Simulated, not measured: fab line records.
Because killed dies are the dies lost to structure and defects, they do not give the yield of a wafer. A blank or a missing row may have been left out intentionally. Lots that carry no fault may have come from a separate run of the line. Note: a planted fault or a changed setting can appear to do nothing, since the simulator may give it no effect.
Split-lot experiment :: flow n5Finfet :: on a route of 1938 steps: 7 lots, 39 wafers read

== THE SPLIT ITSELF ==
At N5_SD_EPI_P_EPI_21 (deposits SiGe:B, time 355 s), the setting timeS was moved away from the recipe's 355 s on 15 of the 39 wafers read, by -13.6% to +13.7%. The other wafers ran this setting at the recipe's value.

== FROM THE SPLIT TO THE READING: what the file shows between them, 6 steps ==
- N5_SD_EPI_P_EPI_MEAS_23
- N5_SD_EPI_P_HM_STRIP_48: strips SiNx in H3PO4, material SiNx, target depth 3 nm
- N5_SD_EPI_P_SRD_49: time 30 s
- N5_SD_EPI_P_PRECLEAN_24: cleans in O3/DIW, time 45 s
- N5_SD_ACTIVATION_RTA_00: time 0 s
- N5_SD_ACTIVATION_LSA_01: time 0.0008 s

== THE READING ==
RS_SD_P (ohm/sq), read at N5_SD_ACTIVATION_RS_MEAS_03 with a four-point probe. A value of 56.1 ohm/sq with a standard deviation of 0.87 ohm/sq is what fault-free wafers of this fab line usually give.

wafer: L080.1
tool, chamber at the split: epiRpcvd-03, 0
timeS as run, s: 318.2
against the recipe: -10.4%
RS_SD_P, ohm/sq: 60.0
against lot-mates on the recipe: +3.9

wafer: L080.2
tool, chamber at the split: epiRpcvd-03, 0
timeS as run, s: 318.2
against the recipe: -10.4%
RS_SD_P, ohm/sq: 61.3
against lot-mates on the recipe: +5.2

wafer: L080.3
tool, chamber at the split: epiRpcvd-03, 0
timeS as run, s: 318.2
against the recipe: -10.4%
RS_SD_P, ohm/sq: 60.4
against lot-mates on the recipe: +4.3

wafer: L080.4
tool, chamber at the split: epiRpcvd-03, 0
timeS as run, s: 355
against the recipe: recipe
RS_SD_P, ohm/sq: 56.5
against lot-mates on the recipe: -

wafer: L080.5
tool, chamber at the split: epiRpcvd-03, 0
timeS as run, s: 355
against the recipe: recipe
RS_SD_P, ohm/sq: 56.6
against lot-mates on the recipe: -

wafer: L080.6
tool, chamber at the split: epiRpcvd-03, 0
timeS as run, s: 355
against the recipe: recipe
RS_SD_P, ohm/sq: 55.2
against lot-mates on the recipe: -

wafer: L083.1
tool, chamber at the split: epiRpcvd-02, 0
timeS as run, s: 355
against the recipe: recipe
RS_SD_P, ohm/sq: 55.7
against lot-mates on the recipe: -

wafer: L083.2
tool, chamber at the split: epiRpcvd-02, 0
timeS as run, s: 355
against the recipe: recipe
RS_SD_P, ohm/sq: 55.5
against lot-mates on the recipe: -

wafer: L083.3
tool, chamber at the split: epiRpcvd-02, 0
timeS as run, s: 355
against the recipe: recipe
RS_SD_P, ohm/sq: 55.6
against lot-mates on the recipe: -

wafer: L083.4
tool, chamber at the split: epiRpcvd-02, 0
timeS as run, s: 355
against the recipe: recipe
RS_SD_P, ohm/sq: 55.9
against lot-mates on the recipe: -

wafer: L083.5
tool, chamber at the split: epiRpcvd-02, 0
timeS as run, s: 355
against the recipe: recipe
RS_SD_P, ohm/sq: 56.1
against lot-mates on the recipe: -

wafer: L083.6
tool, chamber at the split: epiRpcvd-02, 0
timeS as run, s: 355
against the recipe: recipe
RS_SD_P, ohm/sq: 55.5
against lot-mates on the recipe: -

wafer: L084.1
tool, chamber at the split: epiRpcvd-03, 0
timeS as run, s: 355
against the recipe: recipe
RS_SD_P, ohm/sq: 55.4
against lot-mates on the recipe: -

wafer: L084.2
tool, chamber at the split: epiRpcvd-03, 0
timeS as run, s: 355
against the recipe: recipe
RS_SD_P, ohm/sq: 55.7
against lot-mates on the recipe: -

wafer: L084.3
tool, chamber at the split: epiRpcvd-03, 0
timeS as run, s: 306.8
against the recipe: -13.6%
RS_SD_P, ohm/sq: 60.2
against lot-mates on the recipe: +4.7

wafer: L084.4
tool, chamber at the split: epiRpcvd-03, 0
timeS as run, s: 306.8
against the recipe: -13.6%
RS_SD_P, ohm/sq: 60.5
against lot-mates on the recipe: +5.0

wafer: L084.5
tool, chamber at the split: epiRpcvd-03, 0
timeS as run, s: 355
against the recipe: recipe
RS_SD_P, ohm/sq: 55.4
against lot-mates on the recipe: -

wafer: L084.6
tool, chamber at the split: epiRpcvd-03, 0
timeS as run, s: 306.8
against the recipe: -13.6%
RS_SD_P, ohm/sq: 60.2
against lot-mates on the recipe: +4.7

wafer: L087.1
tool, chamber at the split: epiRpcvd-01, 0
timeS as run, s: 355
against the recipe: recipe
RS_SD_P, ohm/sq: 56.7
against lot-mates on the recipe: -

wafer: L087.2
tool, chamber at the split: epiRpcvd-01, 0
timeS as run, s: 403.8
against the recipe: +13.7%
RS_SD_P, ohm/sq: 51.5
against lot-mates on the recipe: -4.8

wafer: L087.3
tool, chamber at the split: epiRpcvd-01, 0
timeS as run, s: 355
against the recipe: recipe
RS_SD_P, ohm/sq: 56.6
against lot-mates on the recipe: -

wafer: L087.4
tool, chamber at the split: epiRpcvd-01, 0
timeS as run, s: 403.8
against the recipe: +13.7%
RS_SD_P, ohm/sq: 51.6
against lot-mates on the recipe: -4.7

wafer: L087.5
tool, chamber at the split: epiRpcvd-01, 0
timeS as run, s: 355
against the recipe: recipe
RS_SD_P, ohm/sq: 55.6
against lot-mates on the recipe: -

wafer: L087.6
tool, chamber at the split: epiRpcvd-01, 0
timeS as run, s: 403.8
against the recipe: +13.7%
RS_SD_P, ohm/sq: 51.5
against lot-mates on the recipe: -4.8

wafer: L089.1
tool, chamber at the split: epiRpcvd-02, 0
timeS as run, s: 355
against the recipe: recipe
RS_SD_P, ohm/sq: 56.9
against lot-mates on the recipe: -

wafer: L089.2
tool, chamber at the split: epiRpcvd-02, 0
timeS as run, s: 309.6
against the recipe: -12.8%
RS_SD_P, ohm/sq: 61.4
against lot-mates on the recipe: +4.5

wafer: L089.3
tool, chamber at the split: epiRpcvd-02, 0
timeS as run, s: 309.6
against the recipe: -12.8%
RS_SD_P, ohm/sq: 63.1
against lot-mates on the recipe: +6.2

wafer: L089.4
tool, chamber at the split: epiRpcvd-02, 0
timeS as run, s: 355
against the recipe: recipe
RS_SD_P, ohm/sq: 57.2
against lot-mates on the recipe: -

wafer: L089.5
tool, chamber at the split: epiRpcvd-02, 0
timeS as run, s: 355
against the recipe: recipe
RS_SD_P, ohm/sq: 56.6
against lot-mates on the recipe: -

wafer: L089.6
tool, chamber at the split: epiRpcvd-02, 0
timeS as run, s: 309.6
against the recipe: -12.8%
RS_SD_P, ohm/sq: 61.9
against lot-mates on the recipe: +5.0

wafer: L090.2
tool, chamber at the split: epiRpcvd-01, 0
timeS as run, s: 355
against the recipe: recipe
RS_SD_P, ohm/sq: 57.5
against lot-mates on the recipe: -

wafer: L090.4
tool, chamber at the split: epiRpcvd-01, 0
timeS as run, s: 355
against the recipe: recipe
RS_SD_P, ohm/sq: 57.0
against lot-mates on the recipe: -

wafer: L090.5
tool, chamber at the split: epiRpcvd-01, 0
timeS as run, s: 355
against the recipe: recipe
RS_SD_P, ohm/sq: 56.1
against lot-mates on the recipe: -

wafer: L095.1
tool, chamber at the split: epiRpcvd-02, 0
timeS as run, s: 334.8
against the recipe: -5.7%
RS_SD_P, ohm/sq: 58.7
against lot-mates on the recipe: +2.4

wafer: L095.2
tool, chamber at the split: epiRpcvd-02, 0
timeS as run, s: 334.8
against the recipe: -5.7%
RS_SD_P, ohm/sq: 59.4
against lot-mates on the recipe: +3.1

wafer: L095.3
tool, chamber at the split: epiRpcvd-02, 0
timeS as run, s: 334.8
against the recipe: -5.7%
RS_SD_P, ohm/sq: 58.5
against lot-mates on the recipe: +2.2

wafer: L095.4
tool, chamber at the split: epiRpcvd-02, 0
timeS as run, s: 355
against the recipe: recipe
RS_SD_P, ohm/sq: 56.3
against lot-mates on the recipe: -

wafer: L095.5
tool, chamber at the split: epiRpcvd-02, 0
timeS as run, s: 355
against the recipe: recipe
RS_SD_P, ohm/sq: 56.6
against lot-mates on the recipe: -

wafer: L095.6
tool, chamber at the split: epiRpcvd-02, 0
timeS as run, s: 355
against the recipe: recipe
RS_SD_P, ohm/sq: 56.1
against lot-mates on the recipe: -

THE FIT
A straight line over all 39 wafers: RS_SD_P changes by -0.374 ohm/sq for each +1% of timeS; r = -0.96; the points scatter about the line by 0.75 ohm/sq.
The same after taking each lot's own level away (the mean of its wafers on the recipe; 39 wafers): -0.377 ohm/sq for each +1%; r = -0.98; scatter 0.49 ohm/sq.
According to that fit, moving timeS by its largest amount changes the reading by 5.2 ohm/sq.
From 55.50 to 56.90 ohm/sq: that is the span of the lots' own levels, equal to 1.6 times the standard deviation above.
Hence the lot-to-lot level has little effect on the slope; both slopes agree.
Check: with one of the wafers moved furthest among these (+13.7%) left out of the fit, the line predicts -5.12 ohm/sq for it against its lot-mates. Against them it came out at -4.8 ohm/sq.

== OTHER SPLITS ON THESE WAFERS ==
Before the reading, these wafers also passed through other splits. Each is held against what the fit with the lots' levels taken away leaves over:
other split on the same wafers: N5_FIN_SAQP_SPACER1_ALD_24 aldCycles
wafers away from the commonest value: 15
r with RS_SD_P (lot level and that fit taken away): -0.03

other split on the same wafers: N5_DUMMY_GATE_ETCH_37 sourceW
wafers away from the commonest value: 15
r with RS_SD_P (lot level and that fit taken away): +0.06

other split on the same wafers: N5_SD_EPI_N_ETCH_45 targetDepthA
wafers away from the commonest value: 15
r with RS_SD_P (lot level and that fit taken away): -0.03

== THE WHOLE CHAIN: every reading that the file lists as answering this split, in the file's order ==
step: N5_SD_EPI_P_EPI_21
what it does: deposits SiGe:B, time 355 s
reading: SiGe-B_of_SD_EPI_P_EPI_21.thkNm (the simulator's own value, which no gauge read)
change (the file's fit): +0.403 nm for each +1% of the setting
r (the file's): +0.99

step: N5_SD_EPI_P_EPI_MEAS_23
what it does: 
reading: thkNm
change (the file's fit): withheld for each +1% of the setting
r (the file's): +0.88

step: N5_SD_EPI_P_HM_STRIP_48
what it does: strips SiNx in H3PO4, material SiNx, target depth 3 nm
reading: SiGe-B_of_SD_EPI_P_EPI_21.thkNm (the simulator's own value, which no gauge read)
change (the file's fit): +0.406 nm for each +1% of the setting
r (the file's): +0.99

step: N5_SD_ACTIVATION_RS_MEAS_03
what it does: measures by four-point-probe
reading: RS_SD_P
change (the file's fit): -0.38 for each +1% of the setting
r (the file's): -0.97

== FILE'S OWN FIT ==
RS_SD_P changes by -0.38 ohm/sq for each +1% of timeS, r = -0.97.
